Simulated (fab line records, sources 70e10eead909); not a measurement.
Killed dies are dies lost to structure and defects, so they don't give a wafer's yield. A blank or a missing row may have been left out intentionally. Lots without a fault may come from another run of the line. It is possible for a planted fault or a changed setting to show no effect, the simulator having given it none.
fab line records	flow nand-harc
[record] lots = 11	wafers = 33	last-day = 24
route steps=1159 shown A_BONDPAD@1075 HYBRID_BOND@1100 THIN_TSV@1133 END@1159
lots untouched by any fault: they come from a run of this same line in which no faults occurred
start-h: hours from the record's first day to the start of the lot's first wafer shown	wait-h: hours from the lot's prior step to this one	" unchanged from the row above	L1.1+2: a single row standing in for several wafers	- no value present, or no start provided	* or withheld: withheld	< > ~ a bound
route shown NAME@n: a module of which the file shows steps, and the number in the route of the first	usual: the fault-free wafers' mean and standard deviation	same: alike in all rows	chamber/n: place in a boat	sites: each site's reading	_std_site: the values' standard deviation	_edge_site: inner sites' mean taken away from outer sites' mean	radius-mm: how far each site lies from the wafer's centre	mask NAME#n: copy n	behind: the tool/chamber that last shaped the wafer	hold: why the lot went on hold/how many hours it stayed there/how the hold came to an end	device: transistor that didn't switch, given as n, p or np	end of line: the tests these same wafers got at the end of their route	a step given without rows: its recipe and nothing more	killed: dies lost to structure and defects at the first sort, not the wafer's yield	map: the dies of a wafer, with x for killed, . for not killed, _ for no die there
set.NAME: the setting as run; set.NAME@STEP: as run at that earlier step	model.NAME: the simulator's own value behind a step, which no gauge read
steps of the route over a sample of lots; a table a step, a row a wafer
services: when a tool's chamber went out of use (start-h, in hours from the record's first day, below 0 if earlier), for how many hours, and the reason
[[steps]]
[step NHARC_A_BONDPAD_DESCUM_11]
[recipe] time-s = 3	o2-flow-sccm = 200	ar-flow-sccm = 0	bias-power-w = 0	chemistry = O2
[usual] drypump-motor-current-A = 5.8/0.36	oes-product-au = 1.001/0.0092	rf-vpp-V = 57.8/0.9	showerhead-plenum-p-Torr = 1.94/0.073	throttle-valve-pct = 11.312/0.009
[same] time-s = 3
lot.wafer	tool	chamber	start-h	wait-h	drypump-motor-current-A	oes-product-au	rf-hours-counter-h	rf-vpp-V	showerhead-plenum-p-Torr	throttle-valve-pct
L750.3	rie-diel-05	3	411.41	-	5.8	0.990	2	57.7	1.87	11.308
L750.1	"	0	"	"	5.8	1.000	2	58.9	2.05	11.301
L750.6	"	2	"	"	5.3	0.997	-	57.5	1.88	11.310
L751.2	rie-diel-05	1	419.25	-	6.1	1.001	2	57.9	1.93	11.307
L751.6	"	0	"	"	5.8	1.015	-	59.7	2.05	11.333
L751.4	"	3	"	"	5.8	0.993	-	56.3	1.87	11.322
L752.4	rie-diel-02	2	419.52	-	6.3	0.999	37	57.1	1.94	11.315
L752.2	"	3	"	"	5.8	0.991	37	57.4	2.06	11.310
L752.5	"	1	"	"	6.7	1.001	-	58.1	1.98	11.322
L755.2	rie-diel-05	3	436.05	-	5.8	1.002	3	56.3	1.87	11.298
L755.6	"	2	"	"	5.3	1.008	-	57.0	1.88	11.321
L755.5	"	3	"	"	5.8	0.997	-	56.5	1.87	11.309
L756.1	rie-diel-05	3	448.71	-	5.8	0.998	3	57.3	1.87	11.307
L756.4	"	1	"	"	6.2	1.004	3	57.6	1.93	11.323
L756.6	"	3	"	"	5.8	0.999	-	57.3	1.87	11.313
L760.3	rie-diel-05	2	459.66	-	5.3	1.008	3	58.6	1.88	11.307
L760.1	"	0	"	"	5.8	0.992	4	58.9	2.05	11.323
L760.6	"	2	"	"	5.3	1.008	-	57.7	1.88	11.325
L758.1	rie-diel-05	3	470.06	-	5.8	0.998	4	57.4	1.87	11.304
L758.2	"	0	"	"	5.8	0.999	4	58.9	2.05	11.320
L758.3	"	2	"	"	5.3	1.007	4	57.5	1.88	11.318
L761.1	rie-diel-05	2	484.95	-	5.3	1.007	4	56.9	1.88	11.316
L761.4	"	1	"	"	6.2	1.019	5	58.1	1.93	11.323
L761.6	"	2	"	"	5.3	1.006	-	56.3	1.88	11.314
L769.3	rie-diel-09	1	530.81	-	6.3	0.994	19	57.7	2.01	11.313
L769.1	"	2	"	"	5.8	1.002	18	57.5	2.03	11.321
L769.5	"	0	"	"	5.5	1.009	-	58.6	1.86	11.315
L771.1	rie-diel-05	1	537.81	-	6.2	0.999	0	60.0	1.93	11.307
L771.6	"	1	"	"	6.2	0.991	-	58.1	1.92	11.311
L771.5	"	2	"	"	5.3	0.994	-	58.8	1.88	11.327
L770.2	rie-diel-05	0	538.14	-	5.9	0.988	0	58.5	2.04	11.306
L770.3	"	1	"	"	6.2	1.016	0	57.4	1.92	11.306
L770.1	"	3	"	"	5.8	0.997	0	57.9	1.87	11.306
[step NHARC_A_BONDPAD_ETCH_34]
[recipe] target-depth-a = 600	overetch-a = 180	time-s = 65.91	ion-energy-ev = 200	n2-flow-sccm = 150	h2-flow-sccm = 150	ar-flow-sccm = 0	rf-w = 400	bias-w = 150	chemistry = N2/H2
[usual] drypump-motor-current-A = 5.8/0.36	oes-product-au = 1.000/0.0092	rf-vpp-V = 431.3/2.3	showerhead-plenum-p-Torr = 2.07/0.081	throttle-valve-pct = 14.170/0.0092
[same] time-s = 65.91
lot.wafer	tool	chamber	start-h	wait-h	drypump-motor-current-A	oes-product-au	rf-hours-counter-h	rf-vpp-V	showerhead-plenum-p-Torr	throttle-valve-pct
L750.3	rie-diel-05	0	411.49	0.1	5.8	0.997	2	434.9	2.18	14.170
L750.1	"	1	"	"	6.2	1.006	2	430.9	2.05	14.174
L750.6	"	3	"	"	5.8	0.990	-	427.9	1.99	14.165
L751.2	rie-diel-05	3	419.36	0.1	5.8	0.990	2	429.3	1.99	14.197
L751.4	"	0	"	"	5.8	1.007	-	435.3	2.18	14.162
L751.6	"	1	"	"	6.1	0.992	-	430.4	2.05	14.171
L752.2	rie-diel-02	0	419.61	0.1	5.7	0.980	20	436.1	2.21	14.160
L752.4	"	1	"	"	6.7	1.002	35	432.5	2.12	14.161
L752.5	"	1	"	"	6.7	0.999	-	432.4	2.12	14.170
L755.2	rie-diel-05	1	436.13	0.1	6.1	1.016	3	428.9	2.05	14.165
L755.6	"	0	"	"	5.8	0.998	-	432.8	2.18	14.173
L755.5	"	1	"	"	6.1	1.007	-	430.9	2.05	14.167
L756.1	rie-diel-05	1	448.79	0.1	6.2	1.009	3	431.2	2.05	14.184
L756.4	"	2	"	"	5.3	1.012	3	429.9	2.00	14.164
L756.6	"	1	"	"	6.1	1.009	-	431.2	2.05	14.171
L760.3	rie-diel-05	0	459.74	0.1	5.8	0.992	4	434.0	2.18	14.178
L760.1	"	3	"	"	5.8	0.990	4	429.5	1.99	14.157
L760.6	"	1	"	"	6.1	1.011	-	430.9	2.05	14.183
L758.3	rie-diel-05	2	470.14	0.1	5.3	1.018	4	429.9	2.00	14.162
L758.1	"	3	"	"	5.8	0.994	4	427.9	1.99	14.167
L758.2	"	0	"	"	5.8	0.999	4	433.2	2.18	14.164
L761.1	rie-diel-05	0	485.04	0.1	5.8	1.001	5	435.4	2.18	14.169
L761.4	"	2	"	"	5.3	1.008	4	429.8	2.00	14.174
L761.6	"	3	"	"	5.7	0.995	-	430.0	1.99	14.160
L769.1	rie-diel-09	0	530.90	0.1	5.5	1.000	19	427.5	1.98	14.181
L769.3	"	1	"	"	6.2	0.999	19	432.3	2.14	14.172
L769.5	"	1	"	"	6.2	0.998	-	432.1	2.14	14.156
L771.1	rie-diel-05	1	537.92	0.1	6.2	0.995	0	432.6	2.05	14.168
L771.6	"	2	"	"	5.3	0.994	-	429.6	2.00	14.173
L771.5	"	3	"	"	5.8	0.990	-	429.2	1.99	14.185
L770.1	rie-diel-05	0	538.34	0.2	5.8	0.989	0	434.2	2.18	14.170
L770.3	"	1	"	"	6.1	1.002	1	430.5	2.05	14.191
L770.2	"	3	"	"	5.8	0.995	1	430.4	1.99	14.183
[step NHARC_HYBRID_BOND_INSPECT_06]
[recipe] inspect-instrument = ir-void
[usual] raw-defect-count = 31/12
lot.wafer	tool	chamber	start-h	wait-h	raw-defect-count
L750.1	defect-inspect-02	-	424.23	0.0	32
L750.3	"	-	"	"	30
L750.6	"	-	"	"	36
L751.2	defect-inspect-02	-	435.20	0.1	26
L751.4	"	-	"	"	30
L751.6	"	-	"	"	23
L752.2	defect-inspect-01	-	435.20	0.1	22
L752.4	"	-	"	"	19
L752.5	"	-	"	"	23
L755.2	defect-inspect-02	-	450.54	0.1	16
L755.5	"	-	"	"	27
L755.6	"	-	"	"	28
L756.1	defect-inspect-01	-	463.77	0.0	32
L756.4	"	-	"	"	42
L756.6	"	-	"	"	18
L760.1	defect-inspect-01	-	473.65	0.0	47
L760.3	"	-	"	"	27
L760.6	"	-	"	"	22
L758.1	defect-inspect-02	-	483.59	0.0	32
L758.2	"	-	"	"	25
L758.3	"	-	"	"	29
L761.1	defect-inspect-02	-	494.74	0.0	25
L761.4	"	-	"	"	30
L761.6	"	-	"	"	30
L769.1	defect-inspect-02	-	546.82	0.0	24
L769.3	"	-	"	"	19
L769.5	"	-	"	"	19
L771.1	defect-inspect-01	-	546.85	0.0	26
L771.5	"	-	"	"	27
L771.6	"	-	"	"	26
L770.1	defect-inspect-02	-	554.65	0.0	49
L770.2	"	-	"	"	32
L770.3	"	-	"	"	37
[step NHARC_THIN_TSV_CMP_21]
[recipe] t-overpolish-s = 30	target-thk-nm = 2000
[usual] edge-zone-pressure-frac = 1.000/0.0051	motor-current-A = 12.4/1.3	overpolish-run-s = 30.001/0.0094	t-overpolish-s = 30/0
lot.wafer	tool	chamber	start-h	wait-h	edge-zone-pressure-frac	motor-current-A	overpolish-run-s	t-overpolish-s
L750.3	cmp-02	0	431.29	-	0.997	10.7	29.997	30
L750.1	"	2	"	"	1.006	13.0	29.997	30
L750.6	"	0	"	"	1.003	10.6	29.994	30
L751.2	cmp-01	3	442.10	-	1.000	10.6	30.012	30
L751.4	"	1	"	"	0.993	11.2	29.996	30
L751.6	"	3	"	"	1.005	10.7	30.016	30
L752.2	cmp-01	3	443.40	-	0.996	10.6	30.022	30
L752.4	"	0	"	"	1.010	12.3	30.013	30
L752.5	"	3	"	"	1.001	10.0	30.005	30
L755.2	cmp-03	2	459.27	-	0.998	13.8	30.003	30
L755.5	"	1	"	"	0.996	13.5	30.003	30
L755.6	"	2	"	"	1.000	14.1	29.998	30
L756.1	cmp-03	0	472.11	-	0.997	14.7	29.997	30
L756.4	"	2	"	"	0.995	14.2	29.985	30
L756.6	"	3	"	"	1.005	11.6	29.990	30
L760.1	cmp-01	2	482.22	-	-	-	-	-
L760.3	"	3	"	"	-	-	-	-
L760.6	"	1	"	"	-	-	-	-
L758.2	cmp-03	3	490.62	-	-	-	-	-
L758.3	"	1	"	"	-	-	-	-
L758.1	"	2	"	"	-	-	-	-
L761.1	cmp-01	1	501.95	-	-	-	-	-
L761.4	"	2	"	"	-	-	-	-
L761.6	"	2	"	"	-	-	-	-
L769.3	cmp-03	0	553.85	-	1.008	14.2	30.008	30
L769.1	"	2	"	"	0.997	13.4	29.989	30
L769.5	"	3	"	"	1.013	10.8	29.989	30
L771.1	cmp-02	3	555.34	-	1.002	12.1	30.021	30
L771.5	"	2	"	"	1.003	13.2	29.985	30
L771.6	"	3	"	"	1.002	12.2	29.994	30
L770.2	cmp-03	1	564.94	-	1.003	13.5	29.988	30
L770.1	"	3	"	"	0.997	11.5	29.996	30
L770.3	"	0	"	"	0.996	15.0	30.020	30
[step NHARC_THIN_TSV_INSPECT_40]
[usual] raw-defect-count = 473/75
lot.wafer	tool	chamber	start-h	wait-h	raw-defect-count
L750.1	defect-inspect-02	-	441.53	0.4	427
L750.3	"	-	"	"	358
L750.6	"	-	"	"	425
L752.2	defect-inspect-01	-	451.57	0.4	507
L752.4	"	-	"	"	442
L752.5	"	-	"	"	421
L751.2	defect-inspect-01	-	451.58	0.4	382
L751.4	"	-	"	"	454
L751.6	"	-	"	"	442
L755.2	defect-inspect-02	-	467.56	0.4	446
L755.5	"	-	"	"	457
L755.6	"	-	"	"	396
L756.1	defect-inspect-02	-	478.30	0.4	548
L756.4	"	-	"	"	424
L756.6	"	-	"	"	396
L760.1	defect-inspect-01	-	488.27	0.4	6334
L760.3	"	-	"	"	6402
L760.6	"	-	"	"	6353
L758.1	defect-inspect-02	-	498.76	0.4	6368
L758.2	"	-	"	"	6457
L758.3	"	-	"	"	6429
L761.1	defect-inspect-02	-	510.99	0.4	6215
L761.4	"	-	"	"	6530
L761.6	"	-	"	"	6381
L769.1	defect-inspect-01	-	561.23	0.4	329
L769.3	"	-	"	"	453
L769.5	"	-	"	"	559
L771.1	defect-inspect-02	-	561.23	0.4	426
L771.5	"	-	"	"	471
L771.6	"	-	"	"	403
L770.1	defect-inspect-02	-	572.70	0.4	451
L770.2	"	-	"	"	620
L770.3	"	-	"	"	471
[step NHARC_END_SORT_01]
[recipe] temp-c = 25
[usual] defect-limited-yield = 95.6/1.4	killed-at-array = 26/9	killed-at-other = 0.8/1.2	killed-at-periphery = 3.2/2.3	killed-dies = 30/9.1	killed-open = 3.5/2	killed-short = 1.8/1.4	sort_bin_2_pct = 1.4/0.59	sort_bin_3_pct = 0.25/0.22	sort_bin_4_pct = 2.8/0.91	sort-n-pass = 647/9.1	sort-rim-yield-pct = 95.4/3	sort-yield-pct = 95.6/1.4
[same] gross-dies = 677	sort_bin_5_pct[%] = 0	sort_bin_6_pct[%] = 0	sort_bin_7_pct[%] = 0	sort_bin_8_pct[%] = 0	sort-rim-n-gross = 106.00
lot.wafer	tool	chamber	start-h	wait-h	defect-limited-yield[%]	killed-at-array	killed-at-other	killed-at-periphery	killed-dies	killed-open	killed-short	sort_bin_2_pct[%]	sort_bin_3_pct[%]	sort_bin_4_pct[%]	sort-n-pass	sort-rim-yield-pct[%]	sort-yield-pct[%]
L760.1	prober-02	0	491.37	2.5	0	39	637	1	677	4	0	1.9	94.39	3.7	0	0	0
L760.3	prober-02	0	492.97	3.1	0	25	650	2	677	3	2	2.1	96.31	1.6	0	0	0
L760.6	prober-02	0	495.38	4.0	0	22	655	0	677	2	1	0.6	97.05	2.4	0	0	0
L758.1	prober-01	0	501.77	2.5	0	29	645	3	677	3	3	1.6	95.13	3.2	0	0	0
L758.2	prober-01	0	502.57	2.8	0	21	654	2	677	2	1	1.0	96.90	2.1	0	0	0
L758.3	prober-01	0	503.37	3.1	0	25	649	3	677	2	3	1.8	96.31	1.9	0	0	0
L761.1	prober-02	0	514.07	2.5	0	22	651	4	677	3	4	0.9	96.16	3.0	0	0	0
L761.4	prober-02	0	516.50	3.4	0	21	654	2	677	2	0	1.6	96.60	1.8	0	0	0
L761.6	prober-02	0	518.12	4.0	0	20	654	3	677	3	2	1.3	96.60	2.1	0	0	0
// killed by level:class
L760.1 THIN_TSV:area-cmp=636 A_CHANNEL_HOLE_D1:chamber-film-flake=22 A_CONTACT:chamber-film-flake=5 A_STAIRCASE:chamber-film-flake=4 A_WL_FILL:chamber-film-flake=3 A_CONTACT:geometric-particle:open=2 A_SOURCE_PLATE:geometric-particle:open=1 A_WL_FILL:geometric-particle:open=1
L760.3 THIN_TSV:area-cmp=650 A_CHANNEL_HOLE_D1:chamber-film-flake=13 A_CONTACT:chamber-film-flake=4 A_CHANNEL_FILL_D1:chamber-film-flake=2 P_M0:geometric-particle:open=1 P_M1:geometric-particle:open=1 A_ONON_D1:geometric-particle:open=1 A_CHANNEL_FILL_D1:geometric-particle:short=1
L760.6 THIN_TSV:area-cmp=655 A_CHANNEL_HOLE_D1:chamber-film-flake=12 A_CONTACT:chamber-film-flake=5 A_M0:geometric-particle:open=2 A_WL_FILL:geometric-particle:short=1 A_ZERO_WELL:chamber-film-flake=1 A_WL_FILL:chamber-film-flake=1
L758.1 THIN_TSV:area-cmp=644 A_CHANNEL_HOLE_D1:chamber-film-flake=19 A_CONTACT:chamber-film-flake=3 A_STAIRCASE:chamber-film-flake=2 P_CONTACT:geometric-particle:open=1 A_CHANNEL_FILL_D1:geometric-particle:short=1 A_CHANNEL_FILL_D1:geometric-particle:open=1 A_BLC:geometric-particle:short=1
L758.2 THIN_TSV:area-cmp=654 A_CHANNEL_HOLE_D1:chamber-film-flake=16 A_CONTACT:chamber-film-flake=3 P_M0:geometric-particle:open=1 A_CHANNEL_FILL_D1:geometric-particle:open=1 A_SGD_CUT:geometric-particle:short=1 P_GATE:chamber-film-flake=1
L758.3 THIN_TSV:area-cmp=649 A_CHANNEL_HOLE_D1:chamber-film-flake=19 A_CONTACT:chamber-film-flake=2 P_GATE:geometric-particle:open=1 P_M2:geometric-particle:open=1 A_CHANNEL_HOLE_D1:geometric-particle:short=1 A_CHANNEL_FILL_D1:geometric-particle:short=1 A_CONTACT:geometric-particle:short=1
L761.1 THIN_TSV:area-cmp=650 A_SLIT:chamber-film-flake=9 A_CHANNEL_HOLE_D1:chamber-film-flake=4 A_CONTACT:chamber-film-flake=3 A_WL_FILL:geometric-particle:short=2 P_M1:chamber-film-flake=2 P_M0:geometric-particle:short=1 A_CHANNEL_FILL_D1:geometric-particle:short=1
L761.4 THIN_TSV:area-cmp=654 A_SLIT:chamber-film-flake=13 A_CHANNEL_HOLE_D1:chamber-film-flake=3 A_STAIRCASE:chamber-film-flake=2 P_M1:geometric-particle:open=1 A_CHANNEL_HOLE_D1:geometric-particle:open=1 P_ZERO_WELL:chamber-film-flake=1 A_WL_FILL:chamber-film-flake=1
L761.6 THIN_TSV:area-cmp=654 A_SLIT:chamber-film-flake=8 A_CHANNEL_HOLE_D1:chamber-film-flake=4 A_CONTACT:chamber-film-flake=4 P_CONTACT:geometric-particle:open=1 P_M2:geometric-particle:short=1 A_ONON_D1:geometric-particle:short=1 A_CHANNEL_FILL_D1:geometric-particle:open=1
[[services]]
tool	chamber	start-h	hours	kind
cmp-02	-	394.81	0.8	repair
cmp-01	-	397.26	0.4	repair
rie-diel-05	0	398.60	-	clean
rie-diel-05	1	398.60	-	clean
rie-diel-05	3	402.25	2.3	repair
rie-diel-05	2	418.26	1.5	repair
cmp-02	-	422.61	4.0	pm
rie-diel-05	0	425.96	2.0	repair
rie-diel-09	-	431.10	9.0	pm
cmp-02	-	432.13	1.4	repair
rie-diel-05	3	440.48	4.9	repair
cmp-02	-	447.48	0.7	repair
cmp-03	-	451.17	4.0	pm
cmp-02	-	468.59	2.0	repair
cmp-01	-	473.50	4.0	pm
cmp-01	-	483.24	0.9	repair
rie-diel-05	0	486.61	14.8	repair
cmp-02	-	495.48	3.9	repair
rie-diel-02	-	504.76	9.0	pm
rie-diel-05	-	517.60	9.0	pm
cmp-02	-	520.61	4.0	pm
rie-diel-09	3	529.47	15.0	repair
cmp-03	-	549.17	4.0	pm
cmp-02	-	562.42	1.7	repair
[[key]]
[first-sign] step = NHARC_THIN_TSV_CMP_21	reading = tool-record	direction = missing
[effect] step = NHARC_THIN_TSV_INSPECT_40	reading = raw-defect-count	direction = up	sigmas = 79	usual = 473	struck = 6385
[effect] step = NHARC_END_SORT_01	reading = killed-at-other	direction = up	sigmas = 99+	usual = 0.8	struck = 649.9
[more-kills-born-at] NHARC_THIN_TSV_CMP_21@cmp-01 = 3899	NHARC_THIN_TSV_CMP_21@cmp-03 = 1947
met-at NHARC_THIN_TSV_CMP_21
struck-lots L758,L760,L761
later-rows-left-out L758.1,L758.2,L758.3,L760.1,L760.3,L760.6,L761.1,L761.4,L761.6
not-acting-at NHARC_A_BONDPAD_DESCUM_11,NHARC_A_BONDPAD_ETCH_34,NHARC_HYBRID_BOND_INSPECT_06
onset-between 472.11 482.22
[fault] kind = skipped-step-whole	tool = cmp-01,cmp-03	chamber = -	onset-h = 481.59	steps = NHARC_THIN_TSV_CMP_21	scope = struck-lots-only
// later-rows-left-out: the simulator's readings of these wafers behind a module that went badly wrong aren't trusted and aren't shown, but for the sort
